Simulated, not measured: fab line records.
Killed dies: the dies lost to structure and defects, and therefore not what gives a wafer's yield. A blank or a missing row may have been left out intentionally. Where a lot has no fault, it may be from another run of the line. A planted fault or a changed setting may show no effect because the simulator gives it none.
Matching of chambers :: flow n5 finfet :: N5_STI_FIN_REVEAL_ALD_00 on ald sin-04 has 4 sister chambers
The step deposits SiO2, target thk 1 nm, pulse time 1 s. 4 wafers are shown with their chamber, then 7 later ones without.

WAFERS WITH THEIR CHAMBER
wafer: L084.3
chamber: 3
heater power w (W): 480

wafer: L085.3
chamber: 0
heater power w (W): 528

wafer: L087.1
chamber: 1
heater power w (W): 435

wafer: L087.3
chamber: 2
heater power w (W): 505

WAFERS WITH NO CHAMBER GIVEN
wafer: L087.6
heater power w (W): 489

wafer: L096.1
heater power w (W): 500

wafer: L096.2
heater power w (W): 531

wafer: L096.3
heater power w (W): 467

wafer: L096.4
heater power w (W): 437

wafer: L096.5
heater power w (W): 487

wafer: L096.6
heater power w (W): 509

CHAMBER TAKEN BY EACH
wafer: L087.6
from the rows above: can't be placed: 3 or 2
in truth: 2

wafer: L096.1
from the rows above: 2
in truth: 2

wafer: L096.2
from the rows above: 0
in truth: 0

wafer: L096.3
from the rows above: 3
in truth: 3

wafer: L096.4
from the rows above: 1
in truth: 1

wafer: L096.5
from the rows above: can't be placed: 3 or 2
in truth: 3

wafer: L096.6
from the rows above: 2
in truth: 2
Correctly placed: 5 of 7. From these rows, 2 cannot be placed; in 2 the true chamber is one of the candidates. Number placed wrongly: 0.
How it was worked out, from the rows above alone: a wafer's distance from a chamber is the root of the sum, over the readings, of the square of ((its reading less the chamber's mean) divided by the reading's scatter). The wafer belongs to the nearest chamber; if the next one is less than 2 further off, it can't be placed. For every chamber, the mean is computed from those of its wafers that are shown. The scatter (one wafer shown for each chamber): square how far every hidden wafer sits from the nearest shown wafer, average those squares and take the square root.
